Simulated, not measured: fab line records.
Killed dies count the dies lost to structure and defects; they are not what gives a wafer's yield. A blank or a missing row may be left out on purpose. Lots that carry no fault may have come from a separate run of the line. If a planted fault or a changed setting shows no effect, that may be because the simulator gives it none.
Matching of chambers ; flow n5 finfet ; N5_BEOL_M2_DEP_57 on pecvd-02: 3 sister chambers
The step deposits SiCN from 3MS/NH3, target thk 8 nm, time 14 s. 3 wafers are shown with their chamber, then 8 later ones without.

## EACH WAFER AND ITS CHAMBER
wafer;chamber;showerhead plenum p Torr (Torr)
L090.2;0;3.683
L090.6;1;3.681
L092.1;2;3.643

## WAFERS WITH NO CHAMBER GIVEN
wafer;showerhead plenum p Torr (Torr)
L092.3;3.684
L092.6;3.628
L094.2;3.631
L094.3;3.674
L094.6;3.631
L095.1;3.679
L095.2;3.687
L095.3;3.627

## EACH ONE'S CHAMBER
wafer;from the rows above;in truth
L092.3;can't be placed: 0 or 1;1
L092.6;2;2
L094.2;2;2
L094.3;can't be placed: 1 or 0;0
L094.6;2;2
L095.1;can't be placed: 1 or 0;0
L095.2;can't be placed: 0 or 1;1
L095.3;2;2
Correctly placed: 4 of 8. Cannot be placed on the basis of these rows: 4; the candidates contain the true chamber in 4. Wrongly placed: 0.
How it was worked out, from the rows above alone: a wafer's distance from a chamber is the root of the sum, over the readings, of the square of ((its reading less the chamber's mean) divided by the reading's scatter). The wafer belongs to the nearest chamber; if the next one is less than 2 further off, it can't be placed. For every chamber, the mean is computed from those of its wafers that are shown. The scatter (one wafer shown for each chamber): square how far every hidden wafer sits from the nearest shown wafer, average those squares and take the square root.
